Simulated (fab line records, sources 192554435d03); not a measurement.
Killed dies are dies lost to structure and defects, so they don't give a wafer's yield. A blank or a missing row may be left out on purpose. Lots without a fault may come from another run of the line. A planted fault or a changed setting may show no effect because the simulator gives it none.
Which tool did it? | flow n5_finfet | 8 lots, 24 wafers sampled, at 5 steps of a route of 1938

WHAT THE GAUGES READ, wafer by wafer
N5_HKMG_FIN_OVL_MEAS_13.
lot  | measured    | on         | NWFM_OVL (nm)
L202 | day 4 00:43 | overlay-01 | -0.6 -1.7 -0.3
L203 | day 4 06:35 | overlay-01 | 0.1 0.3 -0.4
L213 | day 7 00:44 | overlay-01 | -0.5 0.2 0.0
L218 | day 8 07:10 | overlay-01 | 0.8 0.0 0.5
L220 | day 8 15:08 | overlay-01 | -0.4 -0.2 -0.5
L223 | day 9 09:13 | overlay-01 | -1.3 -1.3 -0.6
L224 | day 9 14:37 | overlay-01 | -1.7 0.4 -1.9
L225 | day 9 22:14 | overlay-01 | -0.9 0.9 0.0

N5_BEOL_M4_RC_MEAS_101.
lot  | measured     | on        | DIBL_N (mV/V)  | DIBL_P (mV/V)  | IOFF_N (nA/um)    | IOFF_N_85C (nA/um) | IOFF_N_LIN (nA/um) | IOFF_N_LONG (nA/um)        | IOFF_P (nA/um) | IOFF_P_85C (nA/um) | IOFF_P_LIN (nA/um) | IOFF_P_LONG (nA/um)        | ION_N (uA/um) | ION_P (uA/um) | SS_N (mV/dec)  | SS_P (mV/dec)  | VT_N (mV)         | VT_N_LONG (mV)    | VT_N_LVT (mV)     | VT_P (mV)      | VT_P_LONG (mV)       | VT_P_LVT (mV)
L202 | day 8 10:20  | prober-02 | 32.9 35.1 33.6 | 32.6 35.7 34.0 | 0.114 0.150 0.129 | 2.3 2.9 2.6        | 0.057 0.072 0.063  | 5.35e-05 5.29e-05 5.28e-05 | 0.14 0.19 0.16 | 2.7 3.4 3.0        | 0.075 0.091 0.083  | 9e-05 9.2e-05 9.2e-05      | 671 669 661   | 458 462 452   | 70.9 71.1 71.8 | 72.6 74.1 72.5 | 255.4 249.7 252.2 | 275.2 275.1 277.7 | 100.7 97.5 99.5   | -259 -252 -254 | -278.1 -276.2 -275.7 | -103.8 -100.4 -101.8
L203 | day 9 01:08  | prober-01 | 37.5 38.1 38.2 | 36.8 38.0 38.0 | 0.167 0.175 0.187 | 3.3 3.4 3.6        | 0.077 0.079 0.084  | 5.35e-05 5.38e-05 5.49e-05 | 0.23 0.25 0.26 | 4.2 4.4 4.6        | 0.112 0.117 0.122  | 0.000102 0.000107 0.000106 | 666 671 680   | 457 462 468   | 71.6 71.3 72.5 | 74.2 73.7 74.3 | 248.8 248.0 248.9 | 275.8 277.7 274.8 | 97.2 97.3 95.2    | -249 -244 -246 | -272.2 -274.6 -277.1 | -96.9 -96.9 -96.2
L213 | day 11 17:46 | prober-01 | 35.7 33.8 35.4 | 35.7 33.9 36.0 | 0.159 0.007 0.158 | 3.0 0.2 3.0        | 0.074 0.004 0.073  | 5.8e-05 2.38e-05 5.69e-05  | 0.22 0.43 0.23 | 3.7 6.6 3.9        | 0.105 0.210 0.107  | 0.000114 0.000233 0.000115 | 679 487 672   | 465 500 460   | 71.2 70.5 71.8 | 73.0 72.6 73.0 | 248.4 330.3 250.1 | 275.5 357.3 274.9 | 97.7 180.8 98.3   | -249 -227 -248 | -270.4 -244.3 -272.7 | -96.6 -75.3 -96.3
L218 | day 12 13:53 | prober-01 | 36.2 35.1 35.8 | 36.7 35.2 36.3 | 0.152 0.132 0.154 | 3.0 2.7 3.1        | 0.070 0.062 0.072  | 5.17e-05 5.26e-05 5.31e-05 | 0.19 0.17 0.18 | 3.3 3.1 3.2        | 0.084 0.080 0.083  | 9.2e-05 8.8e-05 9.5e-05    | 667 659 683   | 455 454 461   | 71.4 71.5 71.4 | 73.9 73.3 73.4 | 250.6 254.4 250.6 | 276.4 279.6 277.6 | 101.5 103.2 100.5 | -255 -253 -256 | -279.5 -281.2 -278.8 | -105.2 -105.6 -105.0
L220 | day 12 18:37 | prober-01 | 37.5 35.4 36.4 | 35.8 34.7 35.1 | 0.166 0.140 0.143 | 3.2 2.8 2.9        | 0.073 0.067 0.068  | 5.37e-05 5.37e-05 5.39e-05 | 0.21 0.20 0.20 | 3.5 3.4 3.4        | 0.101 0.097 0.097  | 0.0001 0.000104 9.9e-05    | 678 668 668   | 463 462 460   | 71.2 71.3 71.1 | 73.0 72.8 72.6 | 249.6 248.2 247.9 | 276.5 276.1 274.4 | 98.8 98.7 98.9    | -249 -251 -252 | -273.6 -275.2 -275.8 | -98.4 -99.0 -100.1
L223 | day 13 21:23 | prober-01 | 35.9 35.8 35.9 | 35.8 36.3 36.1 | 0.146 0.143 0.152 | 2.9 2.9 3.0        | 0.067 0.068 0.071  | 5.37e-05 5.35e-05 5.41e-05 | 0.20 0.20 0.20 | 3.5 3.5 3.5        | 0.096 0.096 0.093  | 0.000101 9.8e-05 9.7e-05   | 667 671 675   | 459 467 462   | 71.0 71.2 71.4 | 73.1 73.1 72.5 | 253.6 250.4 251.3 | 276.8 275.8 274.6 | 99.9 99.9 97.7    | -251 -253 -254 | -275.8 -273.2 -272.8 | -99.1 -98.8 -98.8
L224 | day 14 04:17 | prober-01 | 36.0 34.9 35.7 | 37.1 35.2 36.3 | 0.169 0.145 0.164 | 3.3 2.9 3.2        | 0.077 0.067 0.075  | 5.53e-05 5.43e-05 5.46e-05 | 0.22 0.19 0.22 | 3.9 3.4 3.7        | 0.107 0.094 0.103  | 0.000104 0.000107 0.000104 | 669 662 672   | 465 456 462   | 71.8 71.6 71.7 | 73.4 73.5 73.8 | 249.5 252.3 250.3 | 275.4 274.4 275.3 | 98.5 100.4 97.7   | -250 -251 -248 | -276.7 -279.4 -279.8 | -97.8 -99.9 -99.0
L225 | day 14 08:29 | prober-01 | 36.3 36.5 38.5 | 35.8 35.5 39.0 | 0.173 0.165 0.217 | 3.3 3.2 4.0        | 0.083 0.078 0.098  | 6.01e-05 6.01e-05 6.04e-05 | 0.24 0.23 0.30 | 4.0 3.9 4.9        | 0.112 0.108 0.131  | 0.000114 0.000113 0.000112 | 681 671 696   | 463 462 473   | 71.5 72.0 72.0 | 73.2 74.0 74.1 | 246.1 247.7 243.8 | 274.0 274.4 273.9 | 94.0 94.7 91.0    | -246 -246 -245 | -272.8 -271.7 -274.4 | -93.5 -93.6 -89.9

WHICH TOOL RAN EACH LOT (tool, then ch and the chambers of the sampled wafers, then the start)
lot  | N5_HKMG_FIN_ETCH_32               | N5_HKMG_FIN_NWFM_ALD_20             | N5_HKMG_FIN_ALD_21
L202 | rie_diel-04 ch 0,2,3, day 4 00:52 | ald_metal-03 ch 0,1,3, day 4 02:58  | ald_metal-04 ch 0,1,2, day 4 04:11
L203 | rie_diel-01 ch 0,1,3, day 4 06:45 | ald_metal-04 ch 0,1,2, day 4 08:39  | ald_metal-02 ch 1,2, day 4 09:58
L213 | rie_diel-04 ch 1,3, day 7 00:53   | ald_metal-03 ch 0,1,3, day 7 02:44  | ald_metal-04 ch 1,2, day 7 03:55
L218 | rie_diel-01 ch 1,2,3, day 8 07:19 | ald_metal-02 ch 0,2,3, day 8 09:19  | ald_metal-04 ch 0,1,2, day 8 10:34
L220 | rie_diel-03 ch 0,1,2, day 8 15:17 | ald_metal-04 ch 1,2,3, day 8 17:08  | ald_metal-04 ch 0,1,3, day 8 18:22
L223 | rie_diel-04 ch 1,2,3, day 9 09:28 | ald_metal-02 ch 1,2,3, day 9 11:20  | ald_metal-03 ch 0,1, day 9 12:31
L224 | rie_diel-03 ch 2,3, day 9 15:10   | ald_metal-02 ch 1,3, day 9 17:01    | ald_metal-04 ch 0,3, day 9 18:13
L225 | rie_diel-01 ch 1,2,3, day 9 22:23 | ald_metal-04 ch 0,1,2, day 10 00:15 | ald_metal-02 ch 0,1,3, day 10 01:26
- N5_HKMG_FIN_ETCH_32: etches SOC in N2/H2, target depth 240 nm, time 300 s.
- N5_HKMG_FIN_NWFM_ALD_20: deposits TiAlC, target thk 2 nm, pulse time 3 s, purge time 2 s.
- N5_HKMG_FIN_ALD_21: deposits TiN, target thk 1.5 nm, pulse time 1 s, purge time 3 s.

WHAT THE TOOLS THEMSELVES READ (means of the sampled wafers that have a number; where no wafer has one, the mark that the record gives instead)
N5_HKMG_FIN_ETCH_32.
lot  | tool        | bias_w (W) | drypump_motor_current_A (A) | oes_product_au (a.u.) | rf_vpp_V (V) | showerhead_plenum_p_Torr (Torr) | throttle_valve_pct (%)
L202 | rie_diel-04 | 149.7      | 5.6                         | 0.88                  | 525.4        | 2.61                            | 17.76
L203 | rie_diel-01 | 149.9      | 5.9                         | 0.80                  | 522.3        | 2.49                            | 17.77
L213 | rie_diel-04 | 150.4      | 6.0                         | 0.86                  | 528.0        | 2.71                            | 17.83
L218 | rie_diel-01 | 150.1      | 6.0                         | 0.72                  | 522.1        | 2.50                            | 17.91
L220 | rie_diel-03 | 150.6      | 5.6                         | 0.89                  | 525.2        | 2.55                            | 17.76
L223 | rie_diel-04 | 150.2      | 5.8                         | 0.80                  | 528.4        | 2.67                            | 17.95
L224 | rie_diel-03 | 150.0      | 5.6                         | 0.76                  | 524.0        | 2.58                            | 18.15
L225 | rie_diel-01 | 150.3      | 6.0                         | 0.71                  | 522.5        | 2.49                            | 17.92

N5_HKMG_FIN_NWFM_ALD_20.
lot  | tool         | heater_power_outer_w (W) | heater_power_w (W) | precursor_pulse_height_rel
L202 | ald_metal-03 | 272                      | 496                | 1.018
L203 | ald_metal-04 | 265                      | 472                | 0.998
L213 | ald_metal-03 | 271                      | 500                | 0.982
L218 | ald_metal-02 | 268                      | 447                | 1.010
L220 | ald_metal-04 | 274                      | 488                | 0.976
L223 | ald_metal-02 | 274                      | 461                | 1.000
L224 | ald_metal-02 | 276                      | 452                | 0.992
L225 | ald_metal-04 | 266                      | 474                | 1.002

N5_HKMG_FIN_ALD_21.
lot  | tool         | heater_power_outer_w (W) | heater_power_w (W) | precursor_pulse_height_rel
L202 | ald_metal-04 | 514                      | 845                | 0.990
L203 | ald_metal-02 | 534                      | 837                | 0.981
L213 | ald_metal-04 | 562                      | 892                | 0.988
L218 | ald_metal-04 | 520                      | 830                | 1.020
L220 | ald_metal-04 | 552                      | 874                | 1.004
L223 | ald_metal-03 | 485                      | 817                | 1.009
L224 | ald_metal-04 | 516                      | 825                | 0.999
L225 | ald_metal-02 | 520                      | 840                | 1.000

THE ANSWER, worked out from the rows above alone
Rule: what is usual is taken from the lots themselves. Put in order of their means at a reading, lots are off if they are a third of the lots or fewer, leave a main group of 4 or more, and stand apart from it by a gap of 3 or more times the standard deviation of the main group's means; of several such gaps the widest counts. A main group whose means are all the same, to the digits that the tables above print for the reading, isn't used. A lot without any number at a reading at which 4 lots or more have one is off too. The other lots that the step has rows for count as sound. The gauges are gone through in route order, then the tools' own readings, and for those a lot's mean is taken as printed above. The first step at which some lot is off is used, and at that step the reading that is off furthest; a lot without a number counts as furthest.
Off: L213, at N5_BEOL_M4_RC_MEAS_101 (VT_N_LONG). The main group: mean 275.8 mV, standard deviation 1.1.
A tool fits if, at a process step before that reading, it ran every lot that is off, and no sound lot after the first of them. The gauges at N5_BEOL_M4_RC_MEAS_101 aren't tried: what is off there is off at N5_HKMG_FIN_ALD_21 too, on other tools, and a gauge's error can't cause that. One fits: ald_metal-03 at N5_HKMG_FIN_NWFM_ALD_20. Its last sound lot is L202 (day 4 02:58), its first lot that is off L213 (day 7 02:44): a fault that began between those two fits.

WHAT THE SIMULATOR HAD PUT IN
Process parameter drift: ald_metal-03, from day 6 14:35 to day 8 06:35, at N5_HKMG_FIN_NWFM_ALD_20. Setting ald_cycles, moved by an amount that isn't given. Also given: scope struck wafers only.
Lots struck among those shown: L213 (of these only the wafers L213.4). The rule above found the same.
